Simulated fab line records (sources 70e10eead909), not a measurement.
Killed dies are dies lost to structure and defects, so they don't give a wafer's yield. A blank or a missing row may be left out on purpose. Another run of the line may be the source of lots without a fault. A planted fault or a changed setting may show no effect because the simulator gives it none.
2 desks, one fault :: flow nand_harc :: every desk sees just its own numbers, and what lay behind them comes last

FROM THE METROLOGY DESK
Lot by lot, what the gauges showed, no matter which tool ran the lot: averages of those sampled wafers that carry a number. The brackets show how far a lot's mean lies from the usual mean; more than 4 standard deviations puts the lot out of limits, marked OUT.
Columns: A = overlay_x_nm at NHARC_A_BLC_OVL_MEAS_11, usual -0.2 nm; B = overlay_y_nm at NHARC_A_BLC_OVL_MEAS_11, usual 0.2 nm; C = cd_nm at NHARC_A_BLC_CD_MEAS_19, usual 100.5 nm; D = thk_nm at NHARC_A_M0_THK_MEAS_24, usual 114.0 nm
lot: L970
first seen here: day 23 04:52
A: -1.0
B: 0.6
C: 98.3
D: 112.5

lot: L969
first seen here: day 23 07:58
A: 0.4
B: -0.3
C: 103.1
D: 112.8

lot: L972
first seen here: day 23 09:57
A: -0.4
B: 0.8
C: 98.4
D: 112.4

lot: L973
first seen here: day 23 18:57
A: -0.2
B: 0.5
C: 100.8
D: 114.4

lot: L974
first seen here: day 23 21:55
A: 0.4
B: -1.0
C: 98.3
D: 114.5

lot: L975
first seen here: day 24 10:31
A: 0.9
B: 0.2
C: 100.0
D: 112.9

lot: L976
first seen here: day 25 08:42
A: 1.2
B: 0.7
C: 101.0
D: 114.2

lot: L977
first seen here: day 26 06:50
A: -0.4
B: -1.1
C: 102.4
D: 113.6

lot: L978
first seen here: day 26 17:37
A: -0.3
B: -0.6
C: 101.0
D: 114.2

lot: L979
first seen here: day 26 22:23
A: 0.0
B: 2.0
C: 100.7
D: 113.7

lot: L980
first seen here: day 27 04:05
A: -0.9
B: -0.9
C: 101.2
D: 113.3

lot: L988
first seen here: day 30 09:26
A: -0.1
B: 0.6
C: 102.6
D: 113.2

lot: L991
first seen here: day 31 08:49
A: 1.9
B: 1.6
C: 100.6
D: 114.0
Finding of this desk: none of the 13 lots has anything out of limits.

TOOL OWNER'S DESK, pvd_sputter-02
The tool's own readings at NHARC_A_M0_PVD_20 (deposits TaN, target thk 5 nm, time 8.06 s): means of the sampled wafers that have a number, for each lot that ran on this tool. The brackets show how far a lot's mean lies from the usual mean; more than 4 standard deviations puts the lot out of limits, marked OUT.
Columns: A = substrate_temp_c at NHARC_A_M0_PVD_20, usual 50.00 C; B = throttle_valve_pct at NHARC_A_M0_PVD_20, usual 30.4 %
lot: L972
first seen here: day 23 15:01
A: 49.91
B: 30.9

lot: L974
first seen here: day 24 03:10
A: 49.94
B: 30.8

lot: L976
first seen here: day 25 13:56
A: 49.89
B: 30.9

lot: L979
first seen here: day 27 03:34
A: 49.97
B: 30.7

lot: L980
first seen here: day 27 09:13
A: 50.11
B: 30.9

lot: L988
first seen here: day 30 14:29
A: 49.90
B: 31.0
Finding of this desk: none of the 6 lots has anything out of limits.

TAKEN TOGETHER
At the metrology desk, nothing out of limits was observed.
Nothing out of limits was seen by the tool owner's desk.

WHAT THE SIMULATOR HAD INSERTED
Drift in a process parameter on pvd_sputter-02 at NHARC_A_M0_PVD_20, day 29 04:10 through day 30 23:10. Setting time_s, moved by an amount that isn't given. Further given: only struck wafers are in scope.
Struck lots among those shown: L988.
